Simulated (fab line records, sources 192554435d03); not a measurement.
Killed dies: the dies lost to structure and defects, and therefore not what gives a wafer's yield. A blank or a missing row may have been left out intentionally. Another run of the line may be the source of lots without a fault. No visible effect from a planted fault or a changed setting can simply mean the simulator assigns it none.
Comparing a struck lot with a sound one || flow n5-finfet || 14 out of 1938 route steps
Sound: wafers L572.3, L572.4, L572.6. Struck: wafer L582.3; the same lot's L582.2 was not struck, so it is left out; see the end for the cause.
For every step that has rows: the tool of each side, followed by ch and its chambers, followed by its first start. Under that, the readings that differ: sound wafers || struck wafers || difference of the means || sigmas: that difference in standard deviations of wafers without a fault.
alike: words and numbers the same on both sides, and readings whose means are apart by under 2 such deviations; not compared: readings that were withheld, readings missing a value for some wafer, numbers with overlapping values and no deviation given by the record, and bounds like >300 which may hide the same value.
A row with sigmas, a row that says differs or no value, or rows on one side alone: a step with any of these is where the two part. Numbers that don't overlap but have no deviation are shown without sigmas and don't part them. A reading that every wafer of one side lacks parts them only if that side has two wafers or more.

N5_BEOL_M11_STRIP_77: strips in N2/H2, time 10 s.
  sound on rie-diel-06 ch 1,2,3; struck on rie-diel-06 ch 2
  alike: drypump-motor-current-A, oes-product-au, rf-vpp-V, showerhead-plenum-p-Torr, throttle-valve-pct
  not compared: rf-hours-counter-h
N5_BEOL_M11_OCD_MEAS_38:
  sound: ocd-02 at day 11 00:34; struck: ocd-01 at day 13 19:13
{"reading": "trench-depth-nm (nm)", "sound": "143 156 151", "struck": 141, "difference": -9, "sigmas": -2}
then, 4 steps without rows for these wafers: N5_BEOL_M11_HM_STRIP_39 (strips TiN in peroxide tin strip, target depth 25 nm, time 158 s); N5_BEOL_M11_SRD_40 (time 30 s); N5_BEOL_M11_PRECLEAN_42 (cleans in residue remover, time 60 s); N5_BEOL_M11_SRD_43 (time 30 s).
N5_BEOL_M11_CD_MEAS_35 targets a cd of 70 nm.
  sound: cd-sem-01 at day 11 00:43; struck: cd-sem-03 at day 13 19:28
  alike: cd-nm
N5_BEOL_M11_CURE_72: cures SiCOH lowk, time 120 s.
  sound on uv-cure-02 ch 1, day 11 00:51; struck on uv-cure-02 ch 1, day 13 19:34
  alike: lamp-power-pct, wafer_temp_C_max
N5_BEOL_M11_DEGAS_44: time 60 s.
  sound: pvd-sputter-03 at day 11 01:08; struck: pvd-sputter-01 at day 13 19:50
  alike: heater-power-w
N5_BEOL_M11_PRE_CLEAN_45: time 30 s.
  sound: pvd-sputter-03 at day 11 01:11; struck: pvd-sputter-01 at day 13 19:52
  alike: heater-power-w
N5_BEOL_M11_ALD_74: deposits TaN, target thk 2 nm, pulse time 2 s, purge time 3 s.
  sound on ald-metal-04 ch 0,2,3, day 11 01:14; struck on ald-metal-02 ch 1, day 13 19:56
  alike: heater-power-w, precursor-vessel-temp-c
after that, 1 step had no rows for these wafers: N5_BEOL_M11_SURFACE_TREAT_76.
N5_BEOL_M11_CVD_75: deposits Co from CCTBA/H2, target thk 2 nm, time 138.9 s.
  sound on cvd-co-02 ch 0,1, day 11 01:35; struck on cvd-co-02 ch 1, day 13 20:34
{"reading": "run-length-s (s)", "sound": "161.0 161.2 161.6", "struck": 156.8, "difference": -4.5, "sigmas": -9}
then, 1 step without rows for these wafers: N5_BEOL_M11_SPUTTER_48 (material Cu, target thk 12 nm, time 2 s).

== WHERE THEY PART ==
At N5_BEOL_M11_OCD_MEAS_38 first; at N5_BEOL_M11_CVD_75 last (within this record only).

WHY: whatever the simulator had introduced
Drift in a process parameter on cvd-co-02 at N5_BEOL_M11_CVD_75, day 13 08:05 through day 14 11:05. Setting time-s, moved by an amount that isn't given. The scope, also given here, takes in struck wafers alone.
